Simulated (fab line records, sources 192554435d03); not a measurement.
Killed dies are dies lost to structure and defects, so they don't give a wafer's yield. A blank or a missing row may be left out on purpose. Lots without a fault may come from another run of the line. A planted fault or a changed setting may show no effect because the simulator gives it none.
Problem report in the 8D (eight disciplines) form, filled by code | flow n5_finfet | the parts of the form that need people (team, actions taken, sign-off) are left out

1. THE PROBLEM
time_to_endpoint_s at N5_BEOL_M6_CMP_52 reads a mean of 124 s on 1 wafer of 1 lot; wafers without a fault read 62 s with a standard deviation of 3.4. That is +18 standard deviations from the usual mean.
The step: polishes, stops on SiCOH lowk, t overpolish 6.9 s, target thk 80 nm.
First seen on wafer L438.4, day 15 05:02, on cmp-04. The record holds 32 wafers of 11 lots with a number at this step. Rule for "out", or "out of limits": more than 4 standard deviations from the usual mean. The other wafers with a number count as sound.

2. WHAT IT IS AND WHAT IT IS NOT
question                    | is                 | is not
which readings at this step | time_to_endpoint_s | head_pressure_psi, motor_current_A
which lots                  | L438               | L427, L428, L431, L437, L441, L444, L445, L446, L448, L450
which wafers of those lots  | L438.4             | L438.2, L438.3
read on which tools         | cmp-04             | cmp-02, cmp-03
when                        | from day 15 05:02  | up to then (13 sound wafers); but 18 sound wafers of L441, L444, L445, L446, L448, L450 came after

3. SUSPECTS, AND WHAT RULES EACH OUT
Counting: a tool at a process step up to the reading stays a suspect if it ran every lot that is out. Sound lots after the first of them don't rule it out here, since some wafers of a struck lot are sound.
- rie_diel-01 at N5_BEOL_M6_STRIP_80 (strips in N2/H2, time 10 s): kept. It ran the lot that is out, L438 (day 15 02:50); its last sound lot up to then is L437 (day 14 21:31). N5_BEOL_M6_STRIP_80 gives no start for some lots, so the hours and the order of its lots are those of N5_BEOL_M6_DEGAS_44.
- pvd_sputter-02 at N5_BEOL_M6_DEGAS_44 (time 60 s): kept. It ran the lot that is out, L438 (day 15 02:50).
- pvd_sputter-03 at N5_BEOL_M6_SURFACE_TREAT_79: kept. It ran the lot that is out, L438 (day 15 03:29); its last sound lot up to then is L431 (day 13 12:08).
- ecd_cu-02 at N5_BEOL_M6_ECD_50 (material Cu, target thk 300 nm): kept. It ran the lot that is out, L438 (day 15 04:27); its last sound lot up to then is L437 (day 14 22:17).
- cmp-04 at N5_BEOL_M6_CMP_52 (polishes, stops on SiCOH lowk, t overpolish 6.9 s, target thk 80 nm): kept. It ran the lot that is out, L438 (day 15 05:02); its last sound lot up to then is L437 (day 14 22:49). Its own readings are out on those wafers: time_to_endpoint_s.
- Within rie_diel-01 at N5_BEOL_M6_STRIP_80: the wafers that are out ran in chamber 2; their sound lot-mates ran in chambers 0, 3.
- Within cmp-04 at N5_BEOL_M6_CMP_52: the wafers that are out ran in chamber 1; their sound lot-mates ran in chambers 0, 2.
Left after counting: rie_diel-01 at N5_BEOL_M6_STRIP_80, pvd_sputter-02 at N5_BEOL_M6_DEGAS_44, pvd_sputter-03 at N5_BEOL_M6_SURFACE_TREAT_79, ecd_cu-02 at N5_BEOL_M6_ECD_50, cmp-04 at N5_BEOL_M6_CMP_52.

4. THE CAUSE (what the simulator had put in)
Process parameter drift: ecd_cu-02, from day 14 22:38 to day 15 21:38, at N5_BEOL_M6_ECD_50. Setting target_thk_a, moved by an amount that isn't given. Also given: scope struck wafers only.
Counting left 5 suspects, and this tool is among them.

5. THE CHAIN OF EFFECTS, in route order
Each row: a reading whose mean over the struck wafers that have a number lies more than 3 standard deviations from the usual. Only readings for which the record gives a usual standard deviation are gone through. hours: the time from each lot's start at the first step in this table that gives one to its start at this step, as a median over the lots. sigmas: the change in usual standard deviations.
hours | step              | reading            | usual | on struck wafers | change | sigmas
0     | N5_BEOL_M6_CMP_52 | time_to_endpoint_s | 62 s  | 124              | +62    | +18
The process steps in it:
- N5_BEOL_M6_CMP_52: polishes, stops on SiCOH lowk, t overpolish 6.9 s, target thk 80 nm.

6. WHAT WOULD HAVE CAUGHT IT SOONER
In this record the first reading out of limits was taken at day 15 05:02, 6 hours after the fault began at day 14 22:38.
All the lots that are out (1) had begun N5_BEOL_M6_ECD_50 on ecd_cu-02 by day 15 05:02. A hold on the tool at that time would have spared none of them.
